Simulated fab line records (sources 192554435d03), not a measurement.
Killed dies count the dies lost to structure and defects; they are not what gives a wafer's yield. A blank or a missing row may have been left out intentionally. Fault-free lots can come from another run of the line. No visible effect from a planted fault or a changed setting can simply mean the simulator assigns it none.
fab line records | flow n5-finfet
record: lots: 7 wafers: 20 last-day: 17
route steps=1938 shown FIN_SAQP@117 PASSIVATION@1936
lots with no fault: from the same line, run without faults
start-h: hours from the record's first day to the start of the lot's first wafer shown | wait-h: how many hours have passed since the lot's step before this one | " same as the row above | L1.1+2: several wafers, shown together as one row | - no value present, or no start provided | * or withheld: withheld | < > ~ a bound
route shown NAME@n: a module of which the file shows steps, and the number in the route of the first | usual: mean and standard deviation over wafers with no fault | same: alike in all rows | chamber/n: place in a boat | sites: the reading at each site | _std_site: their standard deviation | _edge_site: mean of outer sites minus mean of inner sites | radius-mm: how far each site lies from the wafer's centre | mask NAME#n: copy n | behind: the tool/chamber that last shaped the wafer | hold: cause of the lot's hold/its duration in hours/its outcome | device: transistor that didn't switch, given as n, p or np | end of line: at the end of the route, the tests of the same wafers | a step with no rows: only its recipe | killed: not the wafer's yield, but the dies lost to structure and defects at the first sort | map: a wafer's dies, x killed, . not, _ none there
set.NAME: the setting the step ran with; set.NAME@STEP: the setting that earlier step ran with | model.NAME: the simulator's own value behind a step, which no gauge read
certain route steps with their lots: each step a table, each wafer a row
services: from which hour (start-h, from the record's first day; less than 0 if before it) a tool's chamber was out of use, for how many hours, and why
== steps ==
step: N5_FIN_SAQP_STRIP_53
recipe: chemistry: N2/H2 temp-c: 40 n2-flow-sccm: 200 h2-flow-sccm: 200 rf-frequency-hz: 6e+07
step: N5_FIN_SAQP_HM_OPEN_73
recipe: chemistry: CHF3/O2 target: SiO2 stop-on: a-Si target-depth-a: 120 over-etch-frac: 1.8 mask-material: SOC time-s: 16.8 pressure-mtorr: 30 source-w: 650 bias-w: 170 Ar_flow_sccm: 200 CHF3_flow_sccm: 50 O2_flow_sccm: 5 ion-energy-ev: 200 ends: end-point
step: N5_FIN_SAQP_STRIP_74
recipe: chemistry: CHF3/O2 resist: SiARC rf-frequency-hz: 6e+07
step: N5_FIN_SAQP_MANDREL_ETCH_22
recipe: target-depth-a: 600 chemistry: HBr/Cl2 target: a-Si stop-on: SiNx bt-time-s: 10 over-etch-frac: 0.5 time-s: 30 pressure-mtorr: 10 icp-w: 800 bias-w: 75 HBr_flow_sccm: 150 Cl2_flow_sccm: 80 ends: end-point
usual: drypump-motor-current-A: 5.8/0.37 oes-product-au: 0.763/0.014 rf-fwd-power-W: 795.5/2.6 throttle-valve-pct: 35.3/0.38
columns lot.wafer tool chamber start-h wait-h drypump-motor-current-A oes-product-au rf-fwd-power-W rf-hours-counter-h throttle-valve-pct
L860.3 rie-si-03 0 40.93 0.0 6.1 0.781 799.4 6 35.8
L860.4 " 3 " " 5.8 0.754 795.9 22 35.6
L860.5 " 3 " " 5.8 0.747 791.8 - 35.6
L866.1 rie-si-03 0 78.47 0.0 6.1 0.773 797.5 6 35.8
L866.5 " 3 " " 5.8 0.751 793.2 - 35.6
L866.6 " 2 " " 5.4 0.782 798.6 - 35.0
L867.2 rie-si-03 3 82.07 0.0 5.8 0.750 797.3 23 35.6
L867.4 " 1 " " 6.3 0.779 797.6 31 35.8
L867.6 " 1 " " 6.3 0.783 793.7 - 35.8
L871.3 rie-si-01 1 112.39 0.0 5.6 0.757 796.3 12 34.6
L871.4 " 2 " " 6.1 0.761 792.4 60 35.6
L871.5 " 0 " " 5.8 0.752 793.9 - 35.0
L874.2 rie-si-01 1 124.19 0.0 5.6 0.750 800.1 12 34.6
L874.3 " 0 " " 5.8 0.746 789.9 46 35.0
L878.2 rie-si-01 0 147.88 0.0 5.8 0.738 793.0 47 35.0
L878.3 " 1 " " 5.6 0.749 792.8 13 34.6
L878.6 " 0 " " 5.8 0.749 793.1 - 35.0
L879.1 rie-si-01 1 153.80 0.0 5.6 0.742 793.5 13 34.6
L879.2 " 2 " " 6.1 0.766 793.0 61 35.6
L879.4 " 3 " " 5.2 0.762 793.9 93 35.5
step: N5_FIN_SAQP_STRIP_55
recipe: chemistry: N2/H2 power-w: 500 temp-c: 40 pressure-mtorr: 50 rf-frequency-hz: 6e+07 overash-fraction: 0.3 bias-power-w: 28 h2-frac: 0.5 n2-flow-sccm: 300 h2-flow-sccm: 300
usual: drypump-motor-current-A: 5.6/0.55 oes-product-au: 0.77/0.071 rf-vpp-V: 121.7/1.5 showerhead-plenum-p-Torr: 3.37/0.13 throttle-valve-pct: 18.9/0.46
columns lot.wafer tool chamber start-h wait-h drypump-motor-current-A oes-product-au rf-hours-counter-h rf-vpp-V showerhead-plenum-p-Torr throttle-valve-pct
L860.3 rie-diel-03 0 41.05 0.1 4.7 0.75 169 120.6 3.49 19.0
L860.4 " 3 " " 5.0 0.78 133 120.6 3.39 18.7
L860.5 " 2 " " 5.9 0.75 - 123.7 3.50 18.8
L866.1 rie-diel-05 2 78.57 0.1 5.1 0.71 183 120.3 3.22 19.2
L866.5 " 2 " " 5.1 0.72 - 122.1 3.22 19.2
L866.6 " 1 " " 5.4 0.76 - 120.1 3.41 19.6
L867.2 rie-diel-03 2 82.23 0.1 5.9 0.72 179 123.0 3.49 18.9
L867.4 " 1 " " 6.4 0.90 27 121.6 3.57 19.7
L867.6 " 1 " " 6.4 0.90 - 121.0 3.57 19.7
L871.3 rie-diel-03 2 112.49 0.1 6.0 0.72 189 123.8 3.48 18.8
L871.4 " 0 " " 4.7 0.70 196 123.4 3.48 19.1
L871.5 " 3 " " 5.0 0.76 - 122.9 3.37 18.8
L874.2 rie-diel-01 2 124.33 0.1 6.4 0.81 97 120.7 3.26 18.7
L874.3 " 0 " " 5.4 0.98 6 122.3 3.30 18.8
L878.2 rie-diel-03 3 147.98 0.1 5.0 0.75 172 122.6 3.37 18.8
L878.3 " 1 " " 6.4 0.86 50 123.9 3.56 19.7
L878.6 " 2 " " 5.9 0.71 - 123.8 3.48 18.9
L879.1 rie-diel-05 0 153.90 0.1 5.7 0.76 153 119.8 3.07 18.0
L879.2 " 3 " " 5.8 0.72 187 121.5 3.33 18.6
L879.4 " 2 " " 5.1 0.69 209 120.5 3.20 19.3
step: N5_FIN_SAQP_STRIP_23
recipe: chemistry: SPM time-s: 750 temp-c: 130 h2so4-h2o2-vol-ratio: 4
step: N5_FIN_SAQP_SRD_66
recipe: dry: ipa-marangoni time-s: 30 temp-c: 23 rinse-liquid: diw
step: N5_FIN_SAQP_RECESS_75
recipe: chemistry: HF/NH3 target: SiO2 target-depth-a: 144 afs-cycles: 3 temp-c: 30 sublimation-temp-c: 180 sublimation-time-s: 60
step: N5_FIN_SAQP_SPACER1_ALD_24
recipe: material: SiO2 target-thk-a: 203 temp-c: 300 ald-precursor-family: BDEAS ald-co-reactant: O2-plasma pulse-time-s: 1 purge-time-s: 2 co-reactant-purge-time-s: 2 ald-cycles: 218 pressure-torr: 2
usual: chamber-pressure-Torr: 2.000/0.0054 heater-power-outer-w: 259/37 heater-power-w: 461/57 precursor-pulse-height-rel: 1.002/0.021
columns lot.wafer tool chamber start-h wait-h chamber-pressure-Torr heater-power-outer-w heater-power-w precursor-pulse-height-rel
L860.3 ald-sin-02 2 42.40 0.8 1.991 344 560 0.990
L860.4 " 1 " " 2.002 211 396 1.005
L860.5 " 2 " " 1.996 346 577 0.970
L866.1 ald-sin-03 2 79.28 0.3 1.993 217 378 0.999
L866.5 " 3 " " 1.999 261 463 0.998
L866.6 " 0 " " 1.996 251 455 0.990
L867.2 ald-sin-03 1 82.93 0.3 2.012 252 440 1.017
L867.4 " 2 " " 1.993 214 375 1.016
L867.6 " 0 " " 1.997 245 454 0.980
L871.3 ald-sin-01 1 113.20 0.1 2.001 283 510 1.006
L871.4 " 0 " " 2.002 253 464 0.982
L871.5 " 0 " " 1.997 254 459 0.975
L874.2 ald-sin-03 0 125.08 0.3 2.000 249 461 1.004
L874.3 " 2 " " 1.992 218 376 1.005
L878.2 ald-sin-02 1 148.69 0.3 2.003 207 380 1.012
L878.3 " 2 " " 2.009 346 579 1.024
L878.6 " 0 " " 2.007 269 490 1.001
L879.1 ald-sin-02 3 154.61 0.3 1.995 235 404 0.963
L879.2 " 2 " " 2.005 352 585 1.016
L879.4 " 1 " " 2.003 206 370 0.958
step: N5_FIN_SAQP_SPACER1_ETCHBACK_25
recipe: chemistry: CHF3/O2 mode: anisotropic-etchback target: SiO2 target-depth-a: 244 time-s: 12.2 pressure-mtorr: 30 source-w: 650 bias-w: 170 Ar_flow_sccm: 200 CHF3_flow_sccm: 50 O2_flow_sccm: 5 ion-energy-ev: 200
usual: drypump-motor-current-A: 5.6/0.49 oes-product-au: 0.77/0.073 rf-fwd-power-W: 646.1/2.4 rf-vpp-V: 520/11 showerhead-plenum-p-Torr: 2.41/0.09 throttle-valve-pct: 18.91/0.23
columns lot.wafer tool chamber start-h wait-h drypump-motor-current-A oes-product-au rf-fwd-power-W rf-hours-counter-h rf-vpp-V showerhead-plenum-p-Torr throttle-valve-pct
L860.3 rie-diel-03 3 43.12 0.4 5.0 0.77 645.5 133 501 2.42 18.78
L860.4 " 0 " " 4.7 0.74 641.5 169 536 2.50 19.23
L860.5 " 3 " " 5.0 0.78 643.7 - 502 2.42 18.76
L866.1 rie-diel-03 2 79.99 0.4 5.9 0.72 647.5 178 513 2.51 18.78
L866.5 " 2 " " 5.9 0.72 649.5 - 513 2.51 18.77
L866.6 " 1 " " 6.5 0.90 643.1 - 530 2.56 19.00
L867.2 rie-diel-01 3 83.80 0.5 5.6 0.71 645.8 228 513 2.40 18.92
L867.4 " 1 " " 5.6 0.78 646.3 141 518 2.33 18.98
L867.6 " 0 " " 5.4 0.68 650.2 - 517 2.38 19.33
L871.3 rie-diel-03 2 113.92 0.4 5.9 0.72 640.9 189 512 2.51 18.80
L871.4 " 0 " " 4.7 0.72 646.6 197 536 2.49 19.28
L871.5 " 0 " " 4.7 0.72 648.5 - 536 2.49 19.28
L874.2 rie-diel-05 3 125.91 0.5 5.8 0.72 646.4 178 518 2.40 18.85
L874.3 " 1 " " 5.5 0.74 645.3 145 528 2.42 19.13
L878.2 rie-diel-01 0 149.42 0.4 5.4 0.93 648.1 17 517 2.38 18.93
L878.3 " 2 " " 6.4 0.80 643.5 108 529 2.33 18.82
L878.6 " 2 " " 6.4 0.80 646.2 - 530 2.33 18.83
L879.1 rie-diel-01 0 155.32 0.4 5.4 0.92 649.4 19 518 2.38 18.94
L879.2 " 2 " " 6.4 0.81 644.4 110 530 2.33 18.83
L879.4 " 3 " " 5.6 0.94 647.2 0 514 2.39 18.52
step: N5_FIN_SAQP_MANDREL1_REMOVE_56
recipe: chemistry: HBr/Cl2/O2 bt-time-s: 10 target: a-Si stop-on: SiNx endpoint: OES-SiCl over-etch-frac: 1 icp-w: 600 bias-w: 22 HBr_flow_sccm: 150 Cl2_flow_sccm: 80 O2_flow_sccm: 5 pressure-mtorr: 10
step: N5_FIN_SAQP_CD_MEAS_27
recipe: target-cd-nm: 20 landing-energy-ev: 1000 detector: se-inlens polarity: line
usual: cd-nm: 20.28/0.23
columns lot.wafer tool chamber start-h wait-h cd-nm
L860.3 cd-sem-01 0 43.32 0.1 20.22
L860.4 " 0 " " 20.37
L860.5 " 0 " " 20.39
L866.1 cd-sem-01 0 80.19 0.1 20.39
L866.5 " 0 " " 20.14
L866.6 " 0 " " 20.09
L867.2 cd-sem-01 0 84.01 0.1 20.47
L867.4 " 0 " " 20.73
L867.6 " 0 " " 20.52
L871.3 cd-sem-03 0 114.13 0.1 19.95
L871.4 " 0 " " 20.29
L871.5 " 0 " " 20.35
L874.2 cd-sem-03 0 126.11 0.1 19.99
L874.3 " 0 " " 20.30
L878.2 cd-sem-01 0 149.62 0.1 20.15
L878.3 " 0 " " 20.62
L878.6 " 0 " " 20.20
L879.1 cd-sem-03 0 155.53 0.1 20.31
L879.2 " 0 " " 20.08
L879.4 " 0 " " 20.05
step: N5_FIN_SAQP_ETCH_57
recipe: chemistry: CH3F/O2 target: SiNx mask-material: SiO2 target-depth-a: 325 time-s: 46.4 pressure-mtorr: 30 source-w: 395 bias-w: 73 Ar_flow_sccm: 150 CH3F_flow_sccm: 30 O2_flow_sccm: 20 ion-energy-ev: 120 ends: cleared
usual: drypump-motor-current-A: 5.6/0.51 etch-rf-on-time-s: 46.5/1.1 oes-product-au: 0.65/0.057 rf-fwd-power-W: 388.5/2 rf-vpp-V: 295/5.9 showerhead-plenum-p-Torr: 2.00/0.085 throttle-valve-pct: 16.35/0.22
columns lot.wafer tool chamber start-h wait-h drypump-motor-current-A etch-rf-on-time-s oes-product-au rf-fwd-power-W rf-hours-counter-h rf-vpp-V showerhead-plenum-p-Torr throttle-valve-pct
L860.3 rie-diel-03 0 43.37 0.0 4.7 46.7 0.63 387.9 169 304 2.08 16.67
L860.4 " 3 " " 5.0 47.4 0.66 386.4 133 284 2.01 16.23
L860.5 " 0 " " 4.7 46.7 0.64 387.3 - 305 2.08 16.67
L866.1 rie-diel-05 0 80.24 0.0 5.7 47.2 0.66 386.6 127 287 1.84 15.95
L866.5 " 0 " " 5.7 47.3 0.66 387.9 - 288 1.84 15.96
L866.6 " 1 " " 5.4 45.0 0.65 388.6 - 300 2.01 16.52
L867.2 rie-diel-03 2 84.08 0.1 5.9 46.9 0.62 386.9 180 292 2.08 16.24
L867.4 " 3 " " 5.0 46.9 0.65 388.7 151 284 2.01 16.26
L867.6 " 3 " " 5.0 47.3 0.65 389.1 - 286 2.01 16.26
L871.3 rie-diel-05 1 114.17 0.0 5.4 46.9 0.63 391.0 141 300 2.01 16.53
L871.4 " 3 " " 5.8 47.6 0.62 390.4 174 294 1.99 16.30
L871.5 " 1 " " 5.4 46.9 0.63 390.5 - 298 2.01 16.55
L874.2 rie-diel-05 0 126.15 0.0 5.7 83.7 0.49 389.8 144 285 1.84 15.96
L874.3 " 1 " " 5.5 47.5 0.64 388.1 145 299 2.01 16.56
L878.2 rie-diel-05 1 149.72 0.1 5.5 81.0 0.48 393.1 153 300 2.00 16.56
L878.3 " 2 " " 5.1 46.9 0.58 386.5 209 300 1.91 16.21
L878.6 " 1 " " 5.5 45.6 0.63 390.1 - 299 2.00 16.56
L879.1 rie-diel-05 3 155.58 0.0 5.7 47.1 0.61 390.8 188 294 1.99 16.31
L879.2 " 0 " " 5.7 80.6 0.48 390.5 153 288 1.84 15.99
L879.4 " 2 " " 5.1 46.8 0.59 388.0 210 300 1.91 16.21
step: N5_FIN_SAQP_ETCH_65
recipe: chemistry: CF4 target: SiO2 target-depth-a: 40 ion-energy-ev: 350 time-s: 4.4 pressure-mtorr: 10 icp-w: 800 bias-w: 400 cf4-flow-sccm: 80
usual: cf4-flow-sccm: 79.99/0.27 drypump-motor-current-A: 5.8/0.38 oes-product-au: 0.989/0.022 rf-fwd-power-W: 790/3.7 throttle-valve-pct: 21.9/0.31
columns lot.wafer tool chamber start-h wait-h cf4-flow-sccm drypump-motor-current-A oes-product-au rf-fwd-power-W rf-hours-counter-h throttle-valve-pct
L860.3 rie-si-03 0 43.47 0.1 79.68 6.1 1.005 792 6 22.2
L860.4 " 3 " " 80.54 5.8 0.949 790 22 22.0
L860.5 " 1 " " 80.38 6.3 0.987 794 - 22.3
L866.1 rie-si-03 2 80.35 0.1 80.12 5.3 1.019 796 59 21.7
L866.5 " 1 " " 79.75 6.3 0.995 793 - 22.2
L866.6 " 0 " " 79.96 6.1 1.011 794 - 22.2
L867.2 rie-si-03 1 84.19 0.1 80.26 6.3 0.989 792 31 22.3
L867.4 " 0 " " 80.05 6.1 0.990 791 6 22.2
L867.6 " 3 " " 79.69 5.7 0.963 789 - 22.0
L871.3 rie-si-01 1 114.28 0.1 80.22 5.6 0.995 784 12 21.5
L871.4 " 0 " " 79.79 5.8 0.963 788 46 21.5
L871.5 " 1 " " 79.99 5.6 0.995 786 - 21.5
L874.2 rie-si-06 2 126.26 0.1 79.60 5.9 1.026 793 136 21.5
L874.3 " 3 " " 80.18 6.3 0.980 794 23 21.6
L878.2 rie-si-01 0 149.83 0.1 79.97 5.8 0.958 790 47 21.5
L878.3 " 2 " " 79.77 6.1 0.984 783 61 22.1
L878.6 " 0 " " 79.89 5.8 0.964 787 - 21.5
L879.1 rie-si-01 2 155.69 0.1 80.20 6.1 0.984 784 61 22.1
L879.2 " 0 " " 79.62 5.8 0.969 786 47 21.5
L879.4 " 1 " " 79.93 5.6 0.993 785 13 21.5
step: N5_PASSIVATION_PROBE_49
usual: killed_at_M0_to_M3: 34/8.9 killed_at_M4_up: 13/5 killed-at-contacts: 12/7 killed-at-front-end: 38/11 killed-at-other: 3.2/2.9 killed-dies: 99/16 killed-open: 65/13 killed-short: 32/7.6
same: gross-dies: 1180 killed-at-back-side: 0
columns lot.wafer tool chamber start-h wait-h killed_at_M0_to_M3 killed_at_M4_up killed-at-contacts killed-at-front-end killed-at-other killed-dies killed-open killed-short
L860.3 prober-02 - 274.00 0.1 39 15 24 36 5 119 84 34
L860.4 prober-02 - 274.05 0.2 27 12 25 41 5 110 76 34
L860.5 prober-02 - 274.10 0.2 46 17 13 28 8 112 80 32
L866.1 prober-02 - 317.00 0.0 22 7 7 45 1 82 55 27
L866.5 prober-02 - 317.20 0.2 22 6 13 46 14 101 69 32
L866.6 prober-02 - 317.25 0.3 54 6 9 42 3 114 65 49
L867.2 prober-01 - 329.56 0.1 27 10 11 46 5 99 61 37
L867.4 prober-01 - 329.66 0.2 37 20 11 63 4 135 96 38
L867.6 prober-01 - 329.76 0.3 28 23 10 39 2 102 78 24
L871.3 prober-02 - 349.84 0.1 25 15 7 48 3 98 64 34
L871.4 prober-02 - 349.89 0.2 24 15 7 62 2 110 68 40
L871.5 prober-02 - 349.94 0.2 51 9 4 46 2 112 69 42
L874.2 prober-01 - 364.44 0.1 30 8 13 30 0 81 54 27
L874.3 prober-01 - 364.49 0.1 30 8 8 47 8 101 64 36
L878.2 prober-01 - 381.41 0.1 22 21 13 36 2 94 62 31
L878.3 prober-01 - 381.46 0.1 25 13 2 32 6 78 52 25
L878.6 prober-01 - 381.61 0.3 23 15 15 35 1 89 54 33
L879.1 prober-02 - 397.78 0.0 40 12 11 36 1 100 76 22
L879.2 prober-02 - 397.83 0.1 32 11 7 32 1 83 56 27
L879.4 prober-02 - 397.93 0.2 43 12 8 43 4 110 72 37
killed by level:class
L860.3 MOL_CONTACT_COAG:geometric-particle:open=16 STI_FIN_REVEAL:geometric-particle:open=10 MOL_CONTACT_COAG:geometric-particle:short=8 BEOL_M0_SAQP:geometric-particle:short=8 FIN_SAQP:geometric-particle:open=7 BEOL_M3:geometric-particle:open=7 BEOL_M0_SAQP:geometric-particle:open=6 BEOL_M2:geometric-particle:open=6
L860.4 MOL_CONTACT_COAG:geometric-particle:open=22 STI_FIN_REVEAL:geometric-particle:open=11 BEOL_M0_SAQP:geometric-particle:short=9 BEOL_M2:geometric-particle:open=7 BEOL_M0_SAQP:geometric-particle:open=6 BEOL_M4:geometric-particle:open=6 STARTING-WAFER:geometric-particle:short=6 FIN_SAQP:geometric-particle:open=4
L860.5 BEOL_M0_SAQP:geometric-particle:short=16 STI_FIN_REVEAL:geometric-particle:open=13 BEOL_M0_SAQP:geometric-particle:open=12 MOL_CONTACT_COAG:geometric-particle:open=10 BEOL_M5:geometric-particle:open=9 BEOL_M3:geometric-particle:open=7 DUMMY_GATE:geometric-particle:open=5 BEOL_M2:geometric-particle:open=5
L866.1 FIN_SAQP:geometric-particle:open=10 FIN_SAQP:geometric-particle:short=9 STI_FIN_REVEAL:geometric-particle:open=8 MOL_CONTACT_COAG:geometric-particle:open=5 BEOL_M2:geometric-particle:open=5 GATE_CUT:geometric-particle:short=4 GATE_CUT:geometric-particle:open=4 BEOL_M0_SAQP:geometric-particle:open=4
L866.5 FIN_SAQP:geometric-particle:open=15 STI_FIN_REVEAL:geometric-particle:open=12 FIN_SAQP:geometric-particle:short=8 MOL_CONTACT_COAG:geometric-particle:open=8 BEOL_M0_SAQP:geometric-particle:open=6 MOL_CONTACT_COAG:geometric-particle:short=5 BEOL_M0_SAQP:geometric-particle:short=4 BEOL_M0:geometric-particle:open=4
L866.6 BEOL_M0_SAQP:geometric-particle:short=23 BEOL_M0_SAQP:geometric-particle:open=12 FIN_SAQP:geometric-particle:open=10 FIN_SAQP:geometric-particle:short=9 MOL_CONTACT_COAG:geometric-particle:open=9 STI_FIN_REVEAL:geometric-particle:open=8 BEOL_M3:geometric-particle:open=8 GATE_CUT:geometric-particle:short=6
L867.2 STI_FIN_REVEAL:geometric-particle:open=12 BEOL_M0_SAQP:geometric-particle:open=12 MOL_CONTACT_COAG:geometric-particle:open=9 FIN_SAQP:geometric-particle:short=6 GATE_CUT:geometric-particle:short=6 BEOL_M0_SAQP:geometric-particle:short=5 BEOL_M2:geometric-particle:open=5 STI_FIN_REVEAL:geometric-particle:short=4
L867.4 FIN_SAQP:geometric-particle:open=20 STI_FIN_REVEAL:geometric-particle:open=13 BEOL_M4:geometric-particle:open=13 FIN_SAQP:geometric-particle:short=8 BEOL_M1:geometric-particle:open=8 MOL_CONTACT_COAG:geometric-particle:open=7 BEOL_M0_SAQP:geometric-particle:short=7 BEOL_M3:geometric-particle:open=6
L867.6 STI_FIN_REVEAL:geometric-particle:open=20 BEOL_M4:geometric-particle:open=16 FIN_SAQP:geometric-particle:open=9 BEOL_M0_SAQP:geometric-particle:short=9 DUMMY_GATE:geometric-particle:open=6 MOL_CONTACT_COAG:geometric-particle:open=6 BEOL_M0_SAQP:geometric-particle:open=6 BEOL_M1:geometric-particle:open=5
L871.3 DUMMY_GATE:geometric-particle:open=9 BEOL_M0_SAQP:geometric-particle:open=8 GATE_CUT:geometric-particle:short=7 GATE_CUT:geometric-particle:open=7 BEOL_M0_SAQP:geometric-particle:short=7 FIN_SAQP:geometric-particle:short=6 FIN_SAQP:geometric-particle:open=5 STI_FIN_REVEAL:geometric-particle:open=5
L871.4 STI_FIN_REVEAL:geometric-particle:open=14 FIN_SAQP:geometric-particle:open=12 FIN_SAQP:geometric-particle:short=9 BEOL_M0_SAQP:geometric-particle:open=9 MOL_CONTACT_COAG:geometric-particle:open=7 BEOL_M0_SAQP:geometric-particle:short=7 DUMMY_GATE:geometric-particle:open=6 BEOL_M4:geometric-particle:open=6
L871.5 BEOL_M0_SAQP:geometric-particle:open=19 BEOL_M0_SAQP:geometric-particle:short=17 STI_FIN_REVEAL:geometric-particle:open=15 FIN_SAQP:geometric-particle:open=9 STI_FIN_REVEAL:geometric-particle:short=5 DUMMY_GATE:geometric-particle:open=4 BEOL_M0:geometric-particle:short=4 BEOL_M4:geometric-particle:open=4
L874.2 MOL_CONTACT_COAG:geometric-particle:open=10 BEOL_M0_SAQP:geometric-particle:short=10 BEOL_M0_SAQP:geometric-particle:open=8 STI_FIN_REVEAL:geometric-particle:open=6 FIN_SAQP:geometric-particle:open=5 DUMMY_GATE:geometric-particle:open=4 BEOL_M4:geometric-particle:open=4 FIN_SAQP:geometric-particle:short=3
L874.3 STI_FIN_REVEAL:geometric-particle:open=22 BEOL_M0_SAQP:geometric-particle:open=7 BEOL_M3:geometric-particle:open=7 STI_FIN_REVEAL:geometric-particle:short=6 MOL_CONTACT_COAG:geometric-particle:open=6 BEOL_M0_SAQP:geometric-particle:short=5 FIN_SAQP:geometric-particle:open=4 BEOL_M1:geometric-particle:open=4
L878.2 FIN_SAQP:geometric-particle:open=15 MOL_CONTACT_COAG:geometric-particle:open=11 FIN_SAQP:geometric-particle:short=10 BEOL_M2:geometric-particle:open=8 BEOL_M5:geometric-particle:open=8 BEOL_M4:geometric-particle:short=5 BEOL_M0_SAQP:geometric-particle:short=4 BEOL_M1:geometric-particle:open=4
L878.3 BEOL_M2:geometric-particle:open=7 FIN_SAQP:geometric-particle:open=6 GATE_CUT:geometric-particle:short=6 BEOL_M3:geometric-particle:open=5 BEOL_M4:geometric-particle:open=5 BEOL_M4:geometric-particle:short=5 STARTING-WAFER:geometric-particle:open=5 DUMMY_GATE:geometric-particle:open=4
L878.6 MOL_CONTACT_COAG:geometric-particle:open=8 MOL_CONTACT_COAG:geometric-particle:short=7 STI_FIN_REVEAL:geometric-particle:open=6 BEOL_M4:geometric-particle:open=6 FIN_SAQP:geometric-particle:short=5 GATE_CUT:geometric-particle:short=5 BEOL_M0_SAQP:geometric-particle:open=5 STI_FIN_REVEAL:geometric-particle:short=4
L879.1 BEOL_M3:geometric-particle:open=14 FIN_SAQP:geometric-particle:open=12 MOL_CONTACT_COAG:geometric-particle:open=11 BEOL_M2:geometric-particle:open=10 GATE_CUT:geometric-particle:short=6 STI_FIN_REVEAL:geometric-particle:open=5 FIN_SAQP:geometric-particle:short=4 GATE_CUT:geometric-particle:open=4
L879.2 BEOL_M3:geometric-particle:open=10 FIN_SAQP:geometric-particle:open=9 DUMMY_GATE:geometric-particle:open=6 BEOL_M0_SAQP:geometric-particle:open=5 BEOL_M0_SAQP:geometric-particle:short=5 BEOL_M3:geometric-particle:short=5 STI_FIN_REVEAL:geometric-particle:open=4 MOL_CONTACT_COAG:geometric-particle:open=4
L879.4 FIN_SAQP:geometric-particle:open=18 BEOL_M0_SAQP:geometric-particle:short=13 BEOL_M0_SAQP:geometric-particle:open=11 BEOL_M3:geometric-particle:open=8 FIN_SAQP:geometric-particle:short=6 MOL_CONTACT_COAG:geometric-particle:open=6 BEOL_M1:geometric-particle:open=6 GATE_CUT:geometric-particle:short=4
== services ==
columns tool chamber start-h hours kind
ald-sin-03 - 28.08 6.1 pm
ald-sin-01 1 36.96 7.8 repair
ald-sin-01 - 37.34 6.0 pm
ald-sin-02 0 39.58 3.3 repair
rie-diel-05 - 42.70 28.1 pm
rie-diel-01 - 45.13 0.4 repair
ald-sin-02 - 46.40 2.8 pm
rie-si-06 0 52.49 0.9 repair
ald-sin-02 - 85.25 14.0 pm
rie-diel-01 0 86.00 - clean
rie-diel-01 0 86.00 - consumable-replace:focus-ring
rie-diel-01 0 86.00 21.0 scheduled-down
rie-diel-01 0 86.00 21.0 vent-cycle
rie-si-01 1 91.92 2.6 repair
rie-diel-01 1 114.94 11.2 repair
rie-si-03 - 122.69 0.3 repair
rie-si-06 2 128.63 3.2 repair
ald-sin-03 - 131.72 2.4 repair
rie-diel-01 3 136.96 - clean
rie-diel-01 3 136.96 - consumable-replace:focus-ring
rie-diel-01 3 136.96 17.5 scheduled-down
rie-si-06 - 140.79 2.8 pm
ald-sin-01 0 144.23 5.2 repair
rie-si-03 3 149.40 6.9 repair
== key ==
first-sign: step: N5_FIN_SAQP_ETCH_57 reading: etch-rf-on-time-s direction: up sigmas: 33 usual: * struck: *
effect: step: N5_FIN_SAQP_ETCH_57 reading: oes-product-au direction: down sigmas: 2.9 usual: 0.65 struck: 0.48
met-at N5_FIN_SAQP_ETCH_57
struck-wafers L874.2,L878.2,L879.2
tester-left-out L874,L878,L879
onset-between 114.17 126.15
fault: kind: process-parameter-drift tool: rie-diel-05 chamber: - onset-h: 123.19 steps: N5_FIN_SAQP_ETCH_57 channel: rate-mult offset: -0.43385 shape: step end-h: 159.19 scope: struck-wafers-only
tester-left-out: of these lots the tester's yield and bins aren't shown, on N5 and GAA mostly nor the transistor test; their killed dies are dies lost to structure and defects alone, not to doping, threshold or leakage, so they don't give the yield
